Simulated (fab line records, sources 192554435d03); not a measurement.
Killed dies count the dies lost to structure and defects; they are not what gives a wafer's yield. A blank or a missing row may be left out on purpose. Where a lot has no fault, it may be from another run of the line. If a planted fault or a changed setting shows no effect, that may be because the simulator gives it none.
Matching of chambers	flow n5_finfet	N5_BEOL_M7_ETCH_61 on rie_diel-03: 4 sister chambers
The step etches SiARC in CF4, target depth 45.5 nm, time 75.8 s. 4 wafers are shown with their chamber, then 12 later ones without.

== WAFERS, EACH WITH ITS CHAMBER ==
wafer	chamber	showerhead_plenum_p_Torr (Torr)
L087.1	0	2.12
L089.1	2	2.21
L089.3	1	2.06
L089.4	3	2.27

== WAFERS WITH NO CHAMBER GIVEN ==
wafer	showerhead_plenum_p_Torr (Torr)
L091.1	2.11
L091.4	2.20
L091.5	2.11
L093.1	2.11
L093.3	2.26
L093.4	2.06
L094.2	2.11
L094.3	2.05
L094.6	2.11
L097.2	2.05
L097.4	2.20
L097.5	2.05

== EACH ONE'S CHAMBER ==
wafer	from the rows above	in truth
L091.1	0	0
L091.4	2	2
L091.5	0	0
L093.1	0	0
L093.3	3	3
L093.4	1	1
L094.2	0	0
L094.3	1	1
L094.6	0	0
L097.2	1	1
L097.4	2	2
L097.5	1	1
Correct placement for 12 of the 12. Number that these rows cannot place: 0. Placed wrongly: 0.
How it was worked out, from the rows above alone: a wafer's distance from a chamber is the root of the sum, over the readings, of the square of ((its reading less the chamber's mean) divided by the reading's scatter). If the next closest chamber is less than 2 further off than the closest, the wafer can't be placed; otherwise it belongs to the closest. The mean given for a chamber averages the wafers shown for that chamber. The scatter (one wafer shown for each chamber): square how far every hidden wafer sits from the nearest shown wafer, average those squares and take the square root.
